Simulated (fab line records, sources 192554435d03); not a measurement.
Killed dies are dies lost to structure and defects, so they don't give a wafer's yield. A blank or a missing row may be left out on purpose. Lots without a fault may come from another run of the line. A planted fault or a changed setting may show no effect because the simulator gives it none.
Which tool did it? | flow n5_finfet | 9 lots, 27 wafers sampled, at 3 steps of a route of 1938

WHAT THE GAUGES READ, wafer by wafer
N5_BEOL_M7_OCD_MEAS_38.
lot  | measured     | on     | trench_depth_nm (nm)
L418 | day 9 19:44  | ocd-02 | 91.0 93.2 95.7
L422 | day 10 13:44 | ocd-02 | 91.9 89.7 94.8
L424 | day 11 13:08 | ocd-02 | 92.9 89.2 93.5
L427 | day 12 05:53 | ocd-02 | 93.6 90.0 92.7
L432 | day 13 12:32 | ocd-02 | 96.3 91.3 101.4
L433 | day 13 13:56 | ocd-02 | 95.0 93.1 101.9
L431 | day 13 16:28 | ocd-01 | 92.2 93.2 96.0
L439 | day 15 21:48 | ocd-01 | 94.1 92.9 91.8
L440 | day 17 02:17 | ocd-01 | 93.2 90.4 93.1

WHICH TOOL RAN EACH LOT (tool, then ch and the chambers of the sampled wafers, then the start)
lot  | N5_BEOL_M7_ETCH_72                 | N5_BEOL_M7_TRENCH_ETCH_37
L418 | rie_diel-03 ch 1,2,3, day 9 19:20  | rie_diel-03 ch 1,2,3, day 9 19:34
L422 | rie_diel-05 ch 0,1,3, day 10 13:20 | rie_diel-05 ch 0,1,3, day 10 13:34
L424 | rie_diel-05 ch 0,2, day 11 12:45   | rie_diel-05 ch 0,2, day 11 12:59
L427 | rie_diel-03 ch 0,2,3, day 12 05:29 | rie_diel-03 ch 0,2,3, day 12 05:44
L432 | rie_diel-03 ch 0,1,3, day 13 12:08 | rie_diel-03 ch 0,1,3, day 13 12:22
L433 | rie_diel-03 ch 0,1,2, day 13 13:33 | rie_diel-03 ch 0,1,2, day 13 13:47
L431 | rie_diel-06 ch 0,1,3, day 13 16:04 | rie_diel-06 ch 0,1,3, day 13 16:19
L439 | rie_diel-05 ch 1,2,3, day 15 21:25 | rie_diel-05 ch 1,2,3, day 15 21:38
L440 | rie_diel-05 ch 1,2,3, day 17 01:53 | rie_diel-05 ch 1,2,3, day 17 02:07
- N5_BEOL_M7_ETCH_72: etches underlayer in N2/H2, target depth 6.5 nm, time 5.2 s.
- N5_BEOL_M7_TRENCH_ETCH_37: etches SiCOH lowk in C4F6/O2, target depth 93.478 nm, time 31.2 s.

THE ANSWER, worked out from the rows above alone
Rule: what is usual is taken from the lots themselves. Put in order of their means at a reading, lots are off if they are a third of the lots or fewer, leave a main group of 4 or more, and stand apart from it by a gap of 3 or more times the standard deviation of the main group's means; of several such gaps the widest counts. A main group whose means are all the same, to the digits that the tables above print for the reading, isn't used. A lot without any number at a reading at which 4 lots or more have one is off too. The other lots that the step has rows for count as sound.
Off: L432, L433, at N5_BEOL_M7_OCD_MEAS_38 (trench_depth_nm). The main group: mean 92.6 nm, standard deviation 0.67.
A tool fits if, at a process step before that reading, it ran every lot that is off, and no sound lot after the first of them. The gauges at N5_BEOL_M7_OCD_MEAS_38 are tried like those tools. Can't be told from this: 2 tools fit, rie_diel-03 at N5_BEOL_M7_ETCH_72 and N5_BEOL_M7_TRENCH_ETCH_37, ocd-02 at N5_BEOL_M7_OCD_MEAS_38.

WHAT THE SIMULATOR HAD PUT IN
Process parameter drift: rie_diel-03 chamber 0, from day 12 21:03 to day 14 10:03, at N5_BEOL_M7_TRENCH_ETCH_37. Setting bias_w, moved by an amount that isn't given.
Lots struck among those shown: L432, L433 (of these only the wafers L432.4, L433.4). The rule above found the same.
